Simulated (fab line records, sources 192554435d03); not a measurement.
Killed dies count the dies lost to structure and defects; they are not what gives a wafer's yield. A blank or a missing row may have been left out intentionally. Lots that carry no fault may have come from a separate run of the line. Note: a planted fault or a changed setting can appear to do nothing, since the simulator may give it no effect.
Split-lot study + flow n5-finfet + 21 wafers read across 7 lots, on a route 1938 steps long

ON THE SPLIT
At N5_MIM_BOT_ETCH_ETCH_03 (etches the open film in Cl2/BCl3, target depth 12 nm), the setting icp-w was moved away from the recipe's 800 W on 2 of the 21 wafers read, by +11.3% to +11.4%. The other wafers ran this setting at the recipe's value.

The reading comes from the split's own step.

THE READING
etch.depth-nm (the simulator's own value, which no gauge read), in nm, at N5_MIM_BOT_ETCH_ETCH_03 (etches the open film in Cl2/BCl3, target depth 12 nm). The file does not state a usual value for it. Here, 19 wafers ran the recipe; their average is 12.11 nm with a standard deviation of 0.32 nm.

| wafer  | tool, chamber at the split | icp-w as run, W | against the recipe | etch.depth-nm, nm | against lot-mates on the recipe |
|--------|----------------------------|-----------------|--------------------|-------------------|---------------------------------|
| L074.3 | rie-metal-02, 1            | 800             | recipe             | 12.65             | -                               |
| L074.5 | rie-metal-02, 1            | 800             | recipe             | 12.4              | -                               |
| L074.6 | rie-metal-02, 1            | 800             | recipe             | 12.41             | -                               |
| L076.1 | rie-metal-01, 1            | 800             | recipe             | 12.01             | -                               |
| L076.2 | rie-metal-01, 0            | 800             | recipe             | 12.66             | -                               |
| L076.5 | rie-metal-01, 0            | 800             | recipe             | 12.66             | -                               |
| L081.1 | rie-metal-03, 1            | 800             | recipe             | 11.9              | -                               |
| L081.2 | rie-metal-03, 0            | 890.7           | +11.3%             | 13.1              | +1.17                           |
| L081.6 | rie-metal-03, 1            | 800             | recipe             | 11.95             | -                               |
| L083.1 | rie-metal-02, 0            | 800             | recipe             | 11.96             | -                               |
| L083.3 | rie-metal-02, 0            | 800             | recipe             | 11.87             | -                               |
| L083.4 | rie-metal-02, 1            | 800             | recipe             | 12.26             | -                               |
| L087.3 | rie-metal-02, 0            | 800             | recipe             | 11.91             | -                               |
| L087.4 | rie-metal-02, 1            | 800             | recipe             | 12.26             | -                               |
| L087.5 | rie-metal-02, 1            | 891.1           | +11.4%             | 13.45             | +1.36                           |
| L086.2 | rie-metal-03, 1            | 800             | recipe             | 12.13             | -                               |
| L086.5 | rie-metal-03, 1            | 800             | recipe             | 12.13             | -                               |
| L086.6 | rie-metal-03, 0            | 800             | recipe             | 11.93             | -                               |
| L092.1 | rie-metal-03, 1            | 800             | recipe             | 11.75             | -                               |
| L092.5 | rie-metal-03, 1            | 800             | recipe             | 11.71             | -                               |
| L092.6 | rie-metal-03, 0            | 800             | recipe             | 11.6              | -                               |

FIT RESULTS
A straight line over all 21 wafers: etch.depth-nm changes by +0.102 nm for each +1% of icp-w; r = +0.75; the points scatter about the line by 0.32 nm.
The same after taking each lot's own level away (the mean of its wafers on the recipe; 21 wafers): +0.112 nm for each +1%; r = +0.92; scatter 0.17 nm.
According to that fit, moving icp-w by its largest amount changes the reading by 1.3 nm.
The lots' own levels span 11.687 to 12.487 nm, that is 2.5 times the standard deviation above.
So the lot-to-lot level blurs the effect unless lot-mates are compared.
Check: for one of the wafers moved furthest among these (+11.4%), held out of the fit, the line's prediction against its lot-mates is +1.18 nm. It came out at +1.36 nm against them.

FURTHER SPLITS ON THESE WAFERS
Before the reading, these wafers also passed through other splits. Each is held against what the fit with the lots' levels taken away leaves over:
| other split on the same wafers | wafers away from the commonest value | r with etch.depth-nm (lot level and that fit taken away) |
|--------------------------------|--------------------------------------|----------------------------------------------------------|
| N5_BEOL_M15_ILD_DEP_00 time-s  | 9                                    | -0.09                                                    |
| N5_MIM_BOT_ETCH_ETCH_04 time-s | 7                                    | +0.10                                                    |

THE FILE'S OWN FIT
etch.depth-nm changes by +0.112 nm for each +1% of icp-w, r = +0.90.
